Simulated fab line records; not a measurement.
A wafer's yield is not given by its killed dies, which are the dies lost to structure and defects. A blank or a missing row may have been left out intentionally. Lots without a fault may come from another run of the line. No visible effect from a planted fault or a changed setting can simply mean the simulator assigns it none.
Lot-split experiment || flow n5-finfet || 7 lots, 39 wafers read, on a route of 1938 steps

SPLIT DETAILS
At N5_DUMMY_GATE_ETCH_32 (etches SiO2 in CF4, target depth 3.5 nm, time 3.9 s), the setting time-s was moved away from the recipe's 3.9 s on 12 of the 39 wafers read, by -12.7% to +17.4%. This setting was run at the recipe's value on the other wafers.

The reading comes from the split's own step.

THE READING
etch.depth-nm (the simulator's own value, which no gauge read), in nm, at N5_DUMMY_GATE_ETCH_32 (etches SiO2 in CF4, target depth 3.5 nm, time 3.9 s). There is no usual value for it anywhere in the file. Across the 27 wafers here that went through the recipe, the average is 3.403 nm and the standard deviation 0.09 nm.

{"wafer": "L079.1", "tool, chamber at the split": "rie-si-06, 2", "time-s as run, s": 3.9, "against the recipe": "recipe", "etch.depth-nm, nm": 3.363, "against lot-mates on the recipe": "-"}
{"wafer": "L079.2", "tool, chamber at the split": "rie-si-06, 0", "time-s as run, s": 3.9, "against the recipe": "recipe", "etch.depth-nm, nm": 3.509, "against lot-mates on the recipe": "-"}
{"wafer": "L079.3", "tool, chamber at the split": "rie-si-06, 3", "time-s as run, s": 3.404, "against the recipe": "-12.7%", "etch.depth-nm, nm": 2.899, "against lot-mates on the recipe": -0.511}
{"wafer": "L079.4", "tool, chamber at the split": "rie-si-06, 1", "time-s as run, s": 3.9, "against the recipe": "recipe", "etch.depth-nm, nm": 3.358, "against lot-mates on the recipe": "-"}
{"wafer": "L079.5", "tool, chamber at the split": "rie-si-06, 3", "time-s as run, s": 3.404, "against the recipe": "-12.7%", "etch.depth-nm, nm": 2.902, "against lot-mates on the recipe": -0.508}
{"wafer": "L079.6", "tool, chamber at the split": "rie-si-06, 0", "time-s as run, s": 3.404, "against the recipe": "-12.7%", "etch.depth-nm, nm": 3.08, "against lot-mates on the recipe": -0.330}
{"wafer": "L080.1", "tool, chamber at the split": "rie-si-06, 3", "time-s as run, s": 3.54, "against the recipe": "-9.2%", "etch.depth-nm, nm": 3.047, "against lot-mates on the recipe": -0.347}
{"wafer": "L080.2", "tool, chamber at the split": "rie-si-06, 2", "time-s as run, s": 3.9, "against the recipe": "recipe", "etch.depth-nm, nm": 3.384, "against lot-mates on the recipe": "-"}
{"wafer": "L080.3", "tool, chamber at the split": "rie-si-06, 0", "time-s as run, s": 3.54, "against the recipe": "-9.2%", "etch.depth-nm, nm": 3.199, "against lot-mates on the recipe": -0.195}
{"wafer": "L080.4", "tool, chamber at the split": "rie-si-06, 1", "time-s as run, s": 3.9, "against the recipe": "recipe", "etch.depth-nm, nm": 3.379, "against lot-mates on the recipe": "-"}
{"wafer": "L080.5", "tool, chamber at the split": "rie-si-06, 1", "time-s as run, s": 3.54, "against the recipe": "-9.2%", "etch.depth-nm, nm": 3.084, "against lot-mates on the recipe": -0.310}
{"wafer": "L080.6", "tool, chamber at the split": "rie-si-06, 2", "time-s as run, s": 3.9, "against the recipe": "recipe", "etch.depth-nm, nm": 3.419, "against lot-mates on the recipe": "-"}
{"wafer": "L090.4", "tool, chamber at the split": "rie-si-04, 3", "time-s as run, s": 3.9, "against the recipe": "recipe", "etch.depth-nm, nm": 3.501, "against lot-mates on the recipe": "-"}
{"wafer": "L090.5", "tool, chamber at the split": "rie-si-04, 3", "time-s as run, s": 3.9, "against the recipe": "recipe", "etch.depth-nm, nm": 3.514, "against lot-mates on the recipe": "-"}
{"wafer": "L090.6", "tool, chamber at the split": "rie-si-04, 2", "time-s as run, s": 3.9, "against the recipe": "recipe", "etch.depth-nm, nm": 3.228, "against lot-mates on the recipe": "-"}
{"wafer": "L092.1", "tool, chamber at the split": "rie-si-06, 1", "time-s as run, s": 3.9, "against the recipe": "recipe", "etch.depth-nm, nm": 3.399, "against lot-mates on the recipe": "-"}
{"wafer": "L092.2", "tool, chamber at the split": "rie-si-06, 2", "time-s as run, s": 3.9, "against the recipe": "recipe", "etch.depth-nm, nm": 3.365, "against lot-mates on the recipe": "-"}
{"wafer": "L092.3", "tool, chamber at the split": "rie-si-06, 0", "time-s as run, s": 3.9, "against the recipe": "recipe", "etch.depth-nm, nm": 3.493, "against lot-mates on the recipe": "-"}
{"wafer": "L092.4", "tool, chamber at the split": "rie-si-06, 0", "time-s as run, s": 3.9, "against the recipe": "recipe", "etch.depth-nm, nm": 3.471, "against lot-mates on the recipe": "-"}
{"wafer": "L092.5", "tool, chamber at the split": "rie-si-06, 1", "time-s as run, s": 3.9, "against the recipe": "recipe", "etch.depth-nm, nm": 3.391, "against lot-mates on the recipe": "-"}
{"wafer": "L092.6", "tool, chamber at the split": "rie-si-06, 2", "time-s as run, s": 3.9, "against the recipe": "recipe", "etch.depth-nm, nm": 3.388, "against lot-mates on the recipe": "-"}
{"wafer": "L094.1", "tool, chamber at the split": "rie-si-01, 2", "time-s as run, s": 3.9, "against the recipe": "recipe", "etch.depth-nm, nm": 3.421, "against lot-mates on the recipe": "-"}
{"wafer": "L094.2", "tool, chamber at the split": "rie-si-01, 0", "time-s as run, s": 3.9, "against the recipe": "recipe", "etch.depth-nm, nm": 3.208, "against lot-mates on the recipe": "-"}
{"wafer": "L094.3", "tool, chamber at the split": "rie-si-01, 1", "time-s as run, s": 3.9, "against the recipe": "recipe", "etch.depth-nm, nm": 3.366, "against lot-mates on the recipe": "-"}
{"wafer": "L094.4", "tool, chamber at the split": "rie-si-01, 3", "time-s as run, s": 3.9, "against the recipe": "recipe", "etch.depth-nm, nm": 3.623, "against lot-mates on the recipe": "-"}
{"wafer": "L094.5", "tool, chamber at the split": "rie-si-01, 0", "time-s as run, s": 3.9, "against the recipe": "recipe", "etch.depth-nm, nm": 3.262, "against lot-mates on the recipe": "-"}
{"wafer": "L094.6", "tool, chamber at the split": "rie-si-01, 1", "time-s as run, s": 3.9, "against the recipe": "recipe", "etch.depth-nm, nm": 3.35, "against lot-mates on the recipe": "-"}
{"wafer": "L095.1", "tool, chamber at the split": "rie-si-06, 0", "time-s as run, s": 3.9, "against the recipe": "recipe", "etch.depth-nm, nm": 3.503, "against lot-mates on the recipe": "-"}
{"wafer": "L095.2", "tool, chamber at the split": "rie-si-06, 3", "time-s as run, s": 3.9, "against the recipe": "recipe", "etch.depth-nm, nm": 3.363, "against lot-mates on the recipe": "-"}
{"wafer": "L095.6", "tool, chamber at the split": "rie-si-06, 3", "time-s as run, s": 3.9, "against the recipe": "recipe", "etch.depth-nm, nm": 3.363, "against lot-mates on the recipe": "-"}
{"wafer": "L095.3", "tool, chamber at the split": "rie-si-06, 2", "time-s as run, s": 4.577, "against the recipe": "+17.4%", "etch.depth-nm, nm": 3.951, "against lot-mates on the recipe": "+0.541"}
{"wafer": "L095.4", "tool, chamber at the split": "rie-si-06, 1", "time-s as run, s": 4.577, "against the recipe": "+17.4%", "etch.depth-nm, nm": 3.999, "against lot-mates on the recipe": "+0.589"}
{"wafer": "L095.5", "tool, chamber at the split": "rie-si-06, 0", "time-s as run, s": 4.577, "against the recipe": "+17.4%", "etch.depth-nm, nm": 4.065, "against lot-mates on the recipe": "+0.655"}
{"wafer": "L097.1", "tool, chamber at the split": "rie-si-06, 1", "time-s as run, s": 3.9, "against the recipe": "recipe", "etch.depth-nm, nm": 3.418, "against lot-mates on the recipe": "-"}
{"wafer": "L097.2", "tool, chamber at the split": "rie-si-06, 2", "time-s as run, s": 4.33, "against the recipe": "+11.0%", "etch.depth-nm, nm": 3.729, "against lot-mates on the recipe": "+0.309"}
{"wafer": "L097.3", "tool, chamber at the split": "rie-si-06, 0", "time-s as run, s": 3.9, "against the recipe": "recipe", "etch.depth-nm, nm": 3.497, "against lot-mates on the recipe": "-"}
{"wafer": "L097.4", "tool, chamber at the split": "rie-si-06, 3", "time-s as run, s": 3.9, "against the recipe": "recipe", "etch.depth-nm, nm": 3.346, "against lot-mates on the recipe": "-"}
{"wafer": "L097.5", "tool, chamber at the split": "rie-si-06, 2", "time-s as run, s": 4.33, "against the recipe": "+11.0%", "etch.depth-nm, nm": 3.757, "against lot-mates on the recipe": "+0.337"}
{"wafer": "L097.6", "tool, chamber at the split": "rie-si-06, 3", "time-s as run, s": 4.33, "against the recipe": "+11.0%", "etch.depth-nm, nm": 3.691, "against lot-mates on the recipe": "+0.271"}

THE FIT
A straight line over all 39 wafers: etch.depth-nm changes by +0.0334 nm for each +1% of time-s; r = +0.94; the points scatter about the line by 0.086 nm.
The same after taking each lot's own level away (the mean of its wafers on the recipe; 39 wafers): +0.0329 nm for each +1%; r = +0.94; scatter 0.085 nm.
Per that fit: largest time-s move, reading shift of 0.57 nm.
The lots' own levels span 3.3717 to 3.4203 nm, that is 0.5 times the standard deviation above.
Hence the lot-to-lot level has little effect on the slope; both slopes agree.
Check: +0.574 nm against its lot-mates is what the line predicts for one of the wafers moved furthest among these (+17.4%) when that wafer is left out of the fit. Against them it came out at +0.541 nm.

ADDITIONAL SPLITS CARRIED BY THESE WAFERS
Other splits were also applied to these wafers ahead of the reading. Each is held against what the fit with the lots' levels taken away leaves over:
{"other split on the same wafers": "N5_DUMMY_GATE_ETCH_37 source-w", "wafers away from the commonest value": 18, "r with etch.depth-nm (lot level and that fit taken away)": -0.17}
{"other split on the same wafers": "N5_DUMMY_GATE_ETCH_31 target-depth-a", "wafers away from the commonest value": 12, "r with etch.depth-nm (lot level and that fit taken away)": "+0.01"}

THE FILE'S OWN FIT
etch.depth-nm changes by +0.0329 nm for each +1% of time-s, r = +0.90.
